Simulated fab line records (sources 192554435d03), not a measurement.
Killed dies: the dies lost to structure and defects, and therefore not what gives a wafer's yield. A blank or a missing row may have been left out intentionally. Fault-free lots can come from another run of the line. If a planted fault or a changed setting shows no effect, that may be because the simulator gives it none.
What tool caused it?    flow n5Finfet    9 lots with 27 wafers sampled at 6 steps, on a route of 1938 steps

== WHAT THE GAUGES READ, wafer by wafer ==
N5_BEOL_M4_CD_MEAS_18: pitch 36 nm, target cd 18 nm. Usual: cdNm 18.1 nm, standard deviation 0.3.
lot   measured      on        cdNm (nm)       flag
L660  day 8 10:03   cdSem-01  18.4 18.2 17.9  
L661  day 8 14:14   cdSem-02  18.3 18.0 18.2  
L665  day 9 16:58   cdSem-02  17.9 18.2 18.4  
L669  day 10 08:10  cdSem-02  18.0 18.2 17.9  
L670  day 10 21:04  cdSem-02  17.6 17.9 17.8  
L672  day 11 23:54  cdSem-02  18.2 18.7 18.2  
L673  day 12 05:28  cdSem-02  18.4 18.0 17.8  
L677  day 13 08:24  cdSem-01  18.6 18.5 18.7  
L679  day 13 22:45  cdSem-03  18.5 18.5 18.5  

N5_BEOL_M4_OCD_MEAS_38. Usual: trenchDepthNm 55.5 nm, standard deviation 1.3.
lot   measured      on      trenchDepthNm (nm)  flag
L660  day 8 15:37   ocd-02  54.1 55.0 54.8      
L661  day 8 18:51   ocd-02  58.4 56.9 54.5      
L665  day 9 20:22   ocd-02  56.1 54.9 55.1      
L669  day 10 19:32  ocd-02  0 0 0.2             OFF
L670  day 11 14:38  ocd-01  0 0 0.8             OFF
L672  day 12 06:36  ocd-02  0.1 0 0.4           OFF
L673  day 12 13:20  ocd-01  54.9 55.4 55.6      
L677  day 13 13:55  ocd-01  55.1 54.6 54.9      
L679  day 14 01:13  ocd-01  56.1 54.2 54.1      

N5_BEOL_M4_RC_MEAS_101. Usual: DIBL_N 37.1 mV/V, standard deviation 1.8; DIBL_P 37.2 mV/V, standard deviation 2.1; IOFF_N 0.17 nA/um, standard deviation 0.033; IOFF_P 0.22 nA/um, standard deviation 0.037; ION_N 680 uA/um, standard deviation 11; ION_P 464 uA/um, standard deviation 7.7; SS_N 71.7 mV/dec, standard deviation 0.63; SS_P 73.6 mV/dec, standard deviation 0.67; VT_N 248.9 mV, standard deviation 2.9; VT_P -251 mV, standard deviation 3.6.
lot   measured      on         DIBL_N (mV/V)   DIBL_P (mV/V)   IOFF_N (nA/um)  IOFF_P (nA/um)  ION_N (uA/um)  ION_P (uA/um)  SS_N (mV/dec)   SS_P (mV/dec)   VT_N (mV)          VT_P (mV)       flag
L660  day 8 19:38   prober-01  37.7 32.4 36.1  39.0 32.8 37.3  0.21 0.11 0.18  0.24 0.15 0.21  684 666 682    467 458 465    72.2 70.6 71.9  74.0 72.1 73.8  244.9 253.1 246.9  -249 -256 -250  
L661  day 8 22:56   prober-02  38.7 35.8 34.1  40.6 36.7 33.8  0.22 0.14 0.12  0.26 0.18 0.15  701 676 667    473 455 454    72.0 71.4 71.0  74.6 73.2 72.5  242.9 251.4 251.3  -248 -256 -256  
L665  day 10 00:10  prober-01  38.2 38.0 37.1  39.4 37.8 36.8  0.22 0.20 0.18  0.31 0.29 0.26  697 686 680    481 479 466    72.4 72.1 72.2  74.2 73.6 73.5  245.5 245.1 246.5  -244 -243 -247  
L673  day 12 17:54  prober-02  38.3 40.4 36.9  39.1 40.5 39.4  0.20 0.23 0.18  0.21 0.25 0.22  682 686 683    458 463 467    72.4 72.7 71.5  73.3 74.5 73.8  247.9 246.6 246.6  -251 -248 -250  
L677  day 13 19:06  prober-02  37.3 38.2 41.6  37.1 37.8 41.5  0.17 0.20 0.29  0.22 0.24 0.31  703 677 701    478 462 477    72.3 71.6 72.4  73.7 74.4 75.2  246.6 245.7 241.5  -249 -250 -244  
L679  day 14 06:01  prober-01  38.4 37.4 37.3  37.9 36.2 35.7  0.20 0.18 0.17  0.24 0.22 0.21  695 678 666    469 461 461    72.2 72.0 71.5  74.3 73.4 73.1  243.4 247.8 249.1  -249 -251 -252  

== TOOL THAT RAN EACH LOT (tool first, then ch and the chambers of the sampled wafers, then the start) ==
lot   N5_BEOL_M4_TRENCH_ETCH_37          N5_BEOL_M4_STRIP_97                           N5_BEOL_M4_ALD_84
L660  rieDiel-03 ch 1,2,3, day 8 15:27   rieDiel-03 ch 1,2,3, day 8 15:37 or earlier   aldMetal-03 ch 1,2, day 8 16:00
L661  rieDiel-05 ch 0,1,2, day 8 18:42   rieDiel-05 ch 0,1,2, day 8 18:51 or earlier   aldMetal-01 ch 2,3, day 8 19:27
L665  rieDiel-01 ch 1,2,3, day 9 20:13   rieDiel-01 ch 1,2,3, day 9 20:22 or earlier   aldMetal-03 ch 1,3, day 9 20:40
L669  rieDiel-03 ch 0,1, day 10 19:22    rieDiel-03 ch 0,1, day 10 19:32 or earlier    aldMetal-03 ch 0,1,2, day 10 20:23
L670  rieDiel-01 ch 0,3, day 11 14:28    rieDiel-01 ch 0,3, day 11 14:38 or earlier    aldMetal-01 ch 1,2,3, day 11 15:04
L672  rieDiel-01 ch 0,1,3, day 12 06:26  rieDiel-01 ch 0,1,3, day 12 06:36 or earlier  aldMetal-03 ch 0,1, day 12 07:05
L673  rieDiel-03 ch 1,2,3, day 12 13:11  rieDiel-03 ch 1,2,3, day 12 13:20 or earlier  aldMetal-03 ch 0,1,2, day 12 13:53
L677  rieDiel-03 ch 0,1,2, day 13 13:46  rieDiel-03 ch 0,1,2, day 13 13:55 or earlier  aldMetal-04 ch 0,1,3, day 13 15:41
L679  rieDiel-03 ch 1,2,3, day 14 01:04  rieDiel-03 ch 1,2,3, day 14 01:13 or earlier  aldMetal-04 ch 0,1,2, day 14 02:02
- N5_BEOL_M4_TRENCH_ETCH_37: etches SiOC in C4F6/O2, target depth 55.555 nm, time 29.2 s.
- N5_BEOL_M4_STRIP_97: strips in N2/H2, time 10 s.
- N5_BEOL_M4_ALD_84: deposits TaN, pulse time 2 s, purge time 3 s, co reactant purge time 2 s.

== WHAT THE TOOLS THEMSELVES READ (means of the sampled wafers that have a number; where no wafer has one, the mark that the record gives instead) ==
N5_BEOL_M4_TRENCH_ETCH_37. Usual: C4F6_flow_sccm 10.000 sccm, standard deviation 0.029; O2_flow_sccm 9.999 sccm, standard deviation 0.028; drypumpMotorCurrentA 5.6 A, standard deviation 0.49; oesProductAu 0.78 a.u., standard deviation 0.061; rfVppV 665 V, standard deviation 15; showerheadPlenumPTorr 2.89 Torr, standard deviation 0.095; throttleValvePct 20.99 %, standard deviation 0.18.
lot   tool        C4F6_flow_sccm (sccm)  O2_flow_sccm (sccm)  drypumpMotorCurrentA (A)  oesProductAu (a.u.)  rfVppV (V)  showerheadPlenumPTorr (Torr)  throttleValvePct (%)  flag
L660  rieDiel-03  10.009                 10.017               5.6                       0.75                 663         2.82                          21.15                 
L661  rieDiel-05  10.032                 9.968                5.8                       0.85                 654         2.85                          20.94                 
L665  rieDiel-01  9.991                  10.015               5.2                       0.75                 675         2.93                          20.96                 
L669  rieDiel-03  -                      -                    -                         -                    -           -                             -                     OFF
L670  rieDiel-01  -                      -                    -                         -                    -           -                             -                     OFF
L672  rieDiel-01  -                      -                    -                         -                    -           -                             -                     OFF
L673  rieDiel-03  9.971                  9.984                5.6                       0.81                 666         2.92                          21.10                 
L677  rieDiel-03  10.003                 10.030               5.4                       0.73                 672         2.88                          21.06                 
L679  rieDiel-03  10.027                 9.987                5.6                       0.80                 667         2.92                          21.10                 

N5_BEOL_M4_STRIP_97. Usual: biasPowerW 7.003 W, standard deviation 0.022; drypumpMotorCurrentA 5.6 A, standard deviation 0.49; oesProductAu 0.78 a.u., standard deviation 0.062; rfVppV 59.3 V, standard deviation 1; showerheadPlenumPTorr 2.58 Torr, standard deviation 0.089; throttleValvePct 23.82 %, standard deviation 0.12.
lot   tool        biasPowerW (W)  drypumpMotorCurrentA (A)  oesProductAu (a.u.)  rfVppV (V)  showerheadPlenumPTorr (Torr)  throttleValvePct (%)  flag
L660  rieDiel-03  7.002           5.6                       0.75                 59.7        2.51                          23.88                 
L661  rieDiel-05  6.998           5.8                       0.85                 58.3        2.55                          23.83                 
L665  rieDiel-01  7.017           5.2                       0.75                 59.0        2.60                          23.59                 
L669  rieDiel-03  7.009           5.4                       0.76                 59.0        2.59                          23.89                 
L670  rieDiel-01  7.009           6.1                       0.76                 59.8        2.59                          23.67                 
L672  rieDiel-01  6.986           5.6                       0.77                 59.5        2.59                          23.64                 
L673  rieDiel-03  7.020           5.6                       0.81                 58.8        2.60                          23.84                 
L677  rieDiel-03  6.981           5.4                       0.73                 59.9        2.57                          23.91                 
L679  rieDiel-03  7.006           5.6                       0.80                 59.8        2.59                          23.85                 

N5_BEOL_M4_ALD_84. Usual: heaterPowerW 417 W, standard deviation 53.
lot   tool         heaterPowerW (W)  flag
L660  aldMetal-03  382               
L661  aldMetal-01  433               
L665  aldMetal-03  403               
L669  aldMetal-03  393               
L670  aldMetal-01  427               
L672  aldMetal-03  383               
L673  aldMetal-03  392               
L677  aldMetal-04  404               
L679  aldMetal-04  445               

== THE ANSWER, worked out from the rows above alone ==
Rule: take the mean of a lot's wafers that have a number; if it is more than 3 standard deviations from the usual mean, the lot is off. A lot without any number at a reading at which 4 lots or more have one is off too. All remaining lots with rows at the step are treated as sound. The gauges are gone through in route order, then the tools' own readings, and for those a lot's mean is taken as printed above. At the first step where some lot is off, the reading lying furthest off is the one used; lots without a number count as furthest.
Off: L669, L670, L672 (N5_BEOL_M4_OCD_MEAS_38, trenchDepthNm).
A tool fits if, at a process step before that reading, it ran every lot that is off, and no sound lot after the first of them. Not tried: the gauges at N5_BEOL_M4_OCD_MEAS_38; whatever is off there is also off at N5_BEOL_M4_TRENCH_ETCH_37, on other tools, and gauge error can't account for it. Because N5_BEOL_M4_STRIP_97 lacks a start for some lots, the hours and order of its lots are taken from N5_BEOL_M4_OCD_MEAS_38. No candidate that was tried fits.

== WHAT THE SIMULATOR HAD INSERTED ==
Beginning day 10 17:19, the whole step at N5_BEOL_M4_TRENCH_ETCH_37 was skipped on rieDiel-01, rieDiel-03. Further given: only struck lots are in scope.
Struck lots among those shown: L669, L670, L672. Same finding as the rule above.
